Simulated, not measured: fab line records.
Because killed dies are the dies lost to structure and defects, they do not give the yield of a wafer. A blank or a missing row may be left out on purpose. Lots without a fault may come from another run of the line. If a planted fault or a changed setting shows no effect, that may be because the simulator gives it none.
Split-lot study || flow n5_finfet || on a route of 1938 steps: 7 lots, 21 wafers read

## ON THE SPLIT
At N5_MOL_CONTACT_COAG_COAT_76 (time 60 s, resist thk 10 nm), the setting spin_rpm was moved away from the recipe's 1500 rpm on 4 of the 21 wafers read, by -8.9% to +4.5%. The other wafers ran this setting at the recipe's value.

## FROM THE SPLIT TO THE READING: what the file shows between them, 7 steps
- N5_MOL_CONTACT_COAG_COAT_77: time 60 s, resist thk 10 nm
- N5_MOL_CONTACT_COAG_COAT_78: resist thk 40 nm
- N5_MOL_CONTACT_COAG_DESCUM_88: chemistry O2, time 7 s
- N5_MOL_CONTACT_COAG_ETCH_89: etches underlayer in N2/H2, target depth 13 nm, time 10.4 s
- N5_MOL_CONTACT_COAG_ETCH_90: etches SiARC in CF4, target depth 13 nm, time 21.7 s
- N5_MOL_CONTACT_COAG_ALD_131: deposits SiO2, target thk 5 nm, pulse time 1 s, co reactant pulse time 1 s
- N5_MOL_CONTACT_COAG_ETCHBACK_132: etches SiO2 in CHF3, target depth 10 nm, time 6.7 s

## THE READING
SiARC_of_MOL_CONTACT_COAG_COAT_76.thk_nm (the simulator's own value, which no gauge read), in nm, at N5_MOL_CONTACT_COAG_ETCH_91 (etches SOC in N2/H2, target depth 60 nm, overetch 21 nm, time 101.2 s). The file gives no usual value for it. Across the 17 wafers here that went through the recipe, the average is 5.8 nm and the standard deviation 0.076 nm.

{"wafer": "L075.3", "tool, chamber at the split": "litho_track-05, 0", "spin_rpm as run, rpm": 1500, "against the recipe": "recipe", "SiARC_of_MOL_CONTACT_COAG_COAT_76.thk_nm, nm": 5.8, "against lot-mates on the recipe": "-"}
{"wafer": "L075.4", "tool, chamber at the split": "litho_track-05, 0", "spin_rpm as run, rpm": 1500, "against the recipe": "recipe", "SiARC_of_MOL_CONTACT_COAG_COAT_76.thk_nm, nm": 5.8, "against lot-mates on the recipe": "-"}
{"wafer": "L075.5", "tool, chamber at the split": "litho_track-05, 0", "spin_rpm as run, rpm": 1500, "against the recipe": "recipe", "SiARC_of_MOL_CONTACT_COAG_COAT_76.thk_nm, nm": 5.8, "against lot-mates on the recipe": "-"}
{"wafer": "L076.2", "tool, chamber at the split": "litho_track-04, 0", "spin_rpm as run, rpm": 1500, "against the recipe": "recipe", "SiARC_of_MOL_CONTACT_COAG_COAT_76.thk_nm, nm": 5.8, "against lot-mates on the recipe": "-"}
{"wafer": "L076.3", "tool, chamber at the split": "litho_track-04, 0", "spin_rpm as run, rpm": 1500, "against the recipe": "recipe", "SiARC_of_MOL_CONTACT_COAG_COAT_76.thk_nm, nm": 5.8, "against lot-mates on the recipe": "-"}
{"wafer": "L076.6", "tool, chamber at the split": "litho_track-04, 0", "spin_rpm as run, rpm": 1500, "against the recipe": "recipe", "SiARC_of_MOL_CONTACT_COAG_COAT_76.thk_nm, nm": 5.8, "against lot-mates on the recipe": "-"}
{"wafer": "L085.2", "tool, chamber at the split": "litho_track-03, 0", "spin_rpm as run, rpm": 1500, "against the recipe": "recipe", "SiARC_of_MOL_CONTACT_COAG_COAT_76.thk_nm, nm": 5.8, "against lot-mates on the recipe": "-"}
{"wafer": "L085.3", "tool, chamber at the split": "litho_track-03, 0", "spin_rpm as run, rpm": 1500, "against the recipe": "recipe", "SiARC_of_MOL_CONTACT_COAG_COAT_76.thk_nm, nm": 5.8, "against lot-mates on the recipe": "-"}
{"wafer": "L085.5", "tool, chamber at the split": "litho_track-03, 0", "spin_rpm as run, rpm": 1500, "against the recipe": "recipe", "SiARC_of_MOL_CONTACT_COAG_COAT_76.thk_nm, nm": 6, "against lot-mates on the recipe": "-"}
{"wafer": "L086.3", "tool, chamber at the split": "litho_track-04, 0", "spin_rpm as run, rpm": 1366, "against the recipe": "-8.9%", "SiARC_of_MOL_CONTACT_COAG_COAT_76.thk_nm, nm": 6.4, "against lot-mates on the recipe": "+0.5"}
{"wafer": "L086.4", "tool, chamber at the split": "litho_track-04, 0", "spin_rpm as run, rpm": 1500, "against the recipe": "recipe", "SiARC_of_MOL_CONTACT_COAG_COAT_76.thk_nm, nm": 5.8, "against lot-mates on the recipe": "-"}
{"wafer": "L086.6", "tool, chamber at the split": "litho_track-04, 0", "spin_rpm as run, rpm": 1500, "against the recipe": "recipe", "SiARC_of_MOL_CONTACT_COAG_COAT_76.thk_nm, nm": 6, "against lot-mates on the recipe": "-"}
{"wafer": "L087.1", "tool, chamber at the split": "litho_track-04, 0", "spin_rpm as run, rpm": 1500, "against the recipe": "recipe", "SiARC_of_MOL_CONTACT_COAG_COAT_76.thk_nm, nm": 5.8, "against lot-mates on the recipe": "-"}
{"wafer": "L087.2", "tool, chamber at the split": "litho_track-04, 0", "spin_rpm as run, rpm": 1500, "against the recipe": "recipe", "SiARC_of_MOL_CONTACT_COAG_COAT_76.thk_nm, nm": 5.8, "against lot-mates on the recipe": "-"}
{"wafer": "L087.4", "tool, chamber at the split": "litho_track-04, 0", "spin_rpm as run, rpm": 1500, "against the recipe": "recipe", "SiARC_of_MOL_CONTACT_COAG_COAT_76.thk_nm, nm": 6, "against lot-mates on the recipe": "-"}
{"wafer": "L090.2", "tool, chamber at the split": "litho_track-05, 0", "spin_rpm as run, rpm": 1561, "against the recipe": "+4.1%", "SiARC_of_MOL_CONTACT_COAG_COAT_76.thk_nm, nm": 5.6, "against lot-mates on the recipe": -0.2}
{"wafer": "L090.4", "tool, chamber at the split": "litho_track-05, 0", "spin_rpm as run, rpm": 1500, "against the recipe": "recipe", "SiARC_of_MOL_CONTACT_COAG_COAT_76.thk_nm, nm": 5.8, "against lot-mates on the recipe": "-"}
{"wafer": "L090.5", "tool, chamber at the split": "litho_track-05, 0", "spin_rpm as run, rpm": 1500, "against the recipe": "recipe", "SiARC_of_MOL_CONTACT_COAG_COAT_76.thk_nm, nm": 5.8, "against lot-mates on the recipe": "-"}
{"wafer": "L096.1", "tool, chamber at the split": "litho_track-03, 0", "spin_rpm as run, rpm": 1500, "against the recipe": "recipe", "SiARC_of_MOL_CONTACT_COAG_COAT_76.thk_nm, nm": 5.8, "against lot-mates on the recipe": "-"}
{"wafer": "L096.2", "tool, chamber at the split": "litho_track-03, 0", "spin_rpm as run, rpm": 1567, "against the recipe": "+4.5%", "SiARC_of_MOL_CONTACT_COAG_COAT_76.thk_nm, nm": 5.6, "against lot-mates on the recipe": -0.2}
{"wafer": "L096.3", "tool, chamber at the split": "litho_track-03, 0", "spin_rpm as run, rpm": 1567, "against the recipe": "+4.5%", "SiARC_of_MOL_CONTACT_COAG_COAT_76.thk_nm, nm": 5.6, "against lot-mates on the recipe": -0.2}

THE FIT
A straight line over all 21 wafers: SiARC_of_MOL_CONTACT_COAG_COAT_76.thk_nm changes by -0.0596 nm for each +1% of spin_rpm; r = -0.91; the points scatter about the line by 0.073 nm.
The same after taking each lot's own level away (the mean of its wafers on the recipe; 21 wafers): -0.052 nm for each +1%; r = -0.91; scatter 0.063 nm.
According to that fit, moving spin_rpm by its largest amount changes the reading by 0.46 nm.
Across the lots, their own levels run from 5.80 to 5.90 nm, a range of 1.3 times the standard deviation given above.
Hence the slope depends on the lot-to-lot level, as the two fits are not the same.
Check: with one of the wafers moved furthest among these (-8.9%) left out of the fit, the line predicts +0.411 nm for it against its lot-mates. It came out at +0.5 nm against them.

## THE WHOLE CHAIN: every reading that the file lists as answering this split, in the file's order
{"step": "N5_MOL_CONTACT_COAG_ETCH_90", "what it does": "etches SiARC in CF4, target depth 13 nm, time 21.7 s", "reading": "etch.depth_nm (the simulator's own value, which no gauge read)", "change (the file's fit)": "-0.0518 nm for each +1% of the setting", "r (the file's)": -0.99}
{"step": "N5_MOL_CONTACT_COAG_ETCH_91", "what it does": "etches SOC in N2/H2, target depth 60 nm, overetch 21 nm, time 101.2 s", "reading": "SiARC_of_MOL_CONTACT_COAG_COAT_76.thk_nm (the simulator's own value, which no gauge read)", "change (the file's fit)": "-0.0531 nm for each +1% of the setting", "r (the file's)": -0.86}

## THE FILE'S OWN FIT
SiARC_of_MOL_CONTACT_COAG_COAT_76.thk_nm changes by -0.0531 nm for each +1% of spin_rpm, r = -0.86.
